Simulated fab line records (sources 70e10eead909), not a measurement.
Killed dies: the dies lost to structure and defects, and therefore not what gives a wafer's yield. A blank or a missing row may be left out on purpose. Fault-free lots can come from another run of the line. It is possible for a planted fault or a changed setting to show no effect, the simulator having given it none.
Problem report, 8D (eight disciplines) form, completed by code | flow nand harc | the parts of the form that need people (team, actions taken, sign-off) are left out

## 1. WHAT WENT WRONG
cd nm at NHARC_A_M1_CD_MEAS_09 reads a mean of 106.6 nm on 9 wafers of 3 lots; wafers without a fault read 119.8 nm with a standard deviation of 0.56. That is -23 standard deviations from the usual mean.
The step: target cd 120 nm.
First seen on wafer L811.1, day 29 05:20, on cd sem-01. The record has a number at this step for 36 wafers belonging to 12 lots. By rule, "out" or "out of limits" means more than 4 standard deviations away from the usual mean. The other wafers with a number count as sound.

## 2. WHAT IT IS AND WHAT IT IS NOT
question                    | is                     | is not
which readings at this step | cd nm                  | -
which lots                  | L811, L813, L814       | L797, L798, L799, L800, L801, L802, L812, L817, L819
which wafers of those lots  | all that have a number | -
read on which gauges        | cd sem-01, cd sem-02   | cd sem-03
when                        | from day 29 05:20      | up to then (21 sound wafers); but 6 sound wafers of L817, L819 came after

## 3. SUSPECTS, AND WHAT RULES EACH OUT
Counting: a tool at any process step up to the reading remains a suspect when it ran all the lots that are out and ran no sound lot after the first of those.
- the gauge at NHARC_A_M1_CD_MEAS_09: ruled out. 2 gauges (cd sem-01, cd sem-02) read the wafers that are out.
- arfi scanner-01 at NHARC_A_M1_EXPOSE_06 (exposes mask A M1, target cd 120 nm): kept. It processed each lot that is out, first L811 at day 29 05:13, and no sound lot thereafter; up to then, the last sound lot it processed was L802 at day 25 07:10. On those wafers its own readings are out: exposure dose mJ cm2.
Left after counting: arfi scanner-01 at NHARC_A_M1_EXPOSE_06.

## 4. THE CAUSE (what the simulator had put in)
Process parameter drift: arfi scanner-01, from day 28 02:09 on, at NHARC_A_M1_EXPOSE_06. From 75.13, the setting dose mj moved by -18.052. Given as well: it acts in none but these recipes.
The count eliminated every tool but this one.

## 5. SEQUENCE OF EFFECTS, ordered by route
Rows list readings where the struck wafers' mean (over those with a number) sits beyond 3 standard deviations from the usual. Readings are gone through only where the record gives a usual standard deviation; hours: the median, over the lots, of the time from a lot's start at the first step in this table giving one to that lot's start at this step; sigmas: the change measured in usual standard deviations.
hours | step                  | reading              | usual    | on struck wafers | change | sigmas
0     | NHARC_A_M1_EXPOSE_06  | exposure dose mJ cm2 | 75.09    | 60.44            | -14.65 | -99 or more
0     | NHARC_A_M1_CD_MEAS_09 | cd nm                | 119.8 nm | 106.6            | -13.2  | -23
The process steps in it:
- NHARC_A_M1_EXPOSE_06: exposes mask A M1, target cd 120 nm.
At these later measuring or inspecting steps, every struck wafer for which the step has a row has a number for every such reading, and none has moved that far: NHARC_END_SORT_01.

## 6. HOW IT WOULD HAVE BEEN CAUGHT EARLIER
Counted from the fault's start at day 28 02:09, it took 27 hours until the first out-of-limits reading at a measuring or inspecting step in this record, taken at day 29 05:20.
Tool's own readings at NHARC_A_M1_EXPOSE_06, exposure dose mJ cm2: out on all struck wafers the step has rows for; an alarm limit on them would have tripped on the first.
Lots out: 3; of these, L813, L814 started NHARC_A_M1_EXPOSE_06 on arfi scanner-01 after day 29 05:20. A hold on the tool at that time would have spared those 2.
